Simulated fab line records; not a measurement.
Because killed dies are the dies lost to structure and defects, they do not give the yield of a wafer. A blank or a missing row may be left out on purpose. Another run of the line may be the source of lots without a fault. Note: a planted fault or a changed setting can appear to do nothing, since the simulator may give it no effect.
Chamber matching :: flow n5 finfet :: N5_HKMG_FIN_STRIP_89 on rie diel-05: 4 sister chambers
The step strips SOC in N2/H2, time 20 s. 14 wafers are shown with their chamber, then 7 later ones without.

WAFERS PAIRED WITH THEIR CHAMBERS
wafer: L077.2
chamber: 0
throttle valve pct (%): 18.7
showerhead plenum p Torr (Torr): 3.38
oes product au (a.u.): 0.82

wafer: L077.5
chamber: 2
throttle valve pct (%): 18.9
showerhead plenum p Torr (Torr): 3.50
oes product au (a.u.): 0.74

wafer: L077.6
chamber: 1
throttle valve pct (%): 19.4
showerhead plenum p Torr (Torr): 3.41
oes product au (a.u.): 0.88

wafer: L079.1
chamber: 0
throttle valve pct (%): 18.7
showerhead plenum p Torr (Torr): 3.37
oes product au (a.u.): 0.81

wafer: L079.3
chamber: 1
throttle valve pct (%): 19.4
showerhead plenum p Torr (Torr): 3.40
oes product au (a.u.): 0.87

wafer: L079.5
chamber: 2
throttle valve pct (%): 18.9
showerhead plenum p Torr (Torr): 3.50
oes product au (a.u.): 0.75

wafer: L083.3
chamber: 2
throttle valve pct (%): 18.9
showerhead plenum p Torr (Torr): 3.49
oes product au (a.u.): 0.74

wafer: L083.4
chamber: 3
throttle valve pct (%): 18.9
showerhead plenum p Torr (Torr): 3.52
oes product au (a.u.): 0.85

wafer: L083.5
chamber: 0
throttle valve pct (%): 18.8
showerhead plenum p Torr (Torr): 3.37
oes product au (a.u.): 0.80

wafer: L087.3
chamber: 1
throttle valve pct (%): 19.4
showerhead plenum p Torr (Torr): 3.40
oes product au (a.u.): 0.85

wafer: L087.4
chamber: 0
throttle valve pct (%): 18.8
showerhead plenum p Torr (Torr): 3.36
oes product au (a.u.): 0.80

wafer: L087.5
chamber: 0
throttle valve pct (%): 18.8
showerhead plenum p Torr (Torr): 3.36
oes product au (a.u.): 0.80

wafer: L088.1
chamber: 0
throttle valve pct (%): 18.8
showerhead plenum p Torr (Torr): 3.36
oes product au (a.u.): 0.80

wafer: L088.3
chamber: 1
throttle valve pct (%): 19.4
showerhead plenum p Torr (Torr): 3.39
oes product au (a.u.): 0.84

SIGNATURES, as means of the wafers listed above
reading: throttle valve pct
chamber 0: 18.767
chamber 1: 19.400
chamber 2: 18.900
chamber 3: 18.900
scatter within a chamber: 0.0365

reading: showerhead plenum p Torr
chamber 0: 3.3667
chamber 1: 3.4000
chamber 2: 3.4967
chamber 3: 3.5200
scatter within a chamber: 0.00775

reading: oes product au
chamber 0: 0.8050
chamber 1: 0.8600
chamber 2: 0.7433
chamber 3: 0.8500
scatter within a chamber: 0.0119
Rule: a wafer lies at a distance from a chamber equal to the root of the sum of squares, over the readings, of (its reading less the chamber's mean, divided by the reading's scatter). The wafer belongs to the nearest chamber; if the next one is less than 2 further off, it can't be placed. How the scatter is found: for the shown wafers, subtract from each reading the mean of its chamber, square and add these, divide the total by (wafers less chambers), then take the root.

WAFERS WITHOUT THEIR CHAMBER
wafer: L088.5
throttle valve pct (%): 19.4
showerhead plenum p Torr (Torr): 3.39
oes product au (a.u.): 0.83

wafer: L089.1
throttle valve pct (%): 19.4
showerhead plenum p Torr (Torr): 3.39
oes product au (a.u.): 0.84

wafer: L089.5
throttle valve pct (%): 19.4
showerhead plenum p Torr (Torr): 3.39
oes product au (a.u.): 0.84

wafer: L089.6
throttle valve pct (%): 18.9
showerhead plenum p Torr (Torr): 3.52
oes product au (a.u.): 0.83

wafer: L090.2
throttle valve pct (%): 18.9
showerhead plenum p Torr (Torr): 3.51
oes product au (a.u.): 0.82

wafer: L090.5
throttle valve pct (%): 18.9
showerhead plenum p Torr (Torr): 3.51
oes product au (a.u.): 0.82

wafer: L090.6
throttle valve pct (%): 18.9
showerhead plenum p Torr (Torr): 3.48
oes product au (a.u.): 0.73

WHICH CHAMBER EACH ONE RAN IN
wafer: L088.5
from the rows above: 1
in truth: 1

wafer: L089.1
from the rows above: 1
in truth: 1

wafer: L089.5
from the rows above: 1
in truth: 1

wafer: L089.6
from the rows above: 3
in truth: 3

wafer: L090.2
from the rows above: 3
in truth: 3

wafer: L090.5
from the rows above: 3
in truth: 3

wafer: L090.6
from the rows above: 2
in truth: 2
Correctly placed: 7 of 7. Number that these rows cannot place: 0. Number placed wrongly: 0.
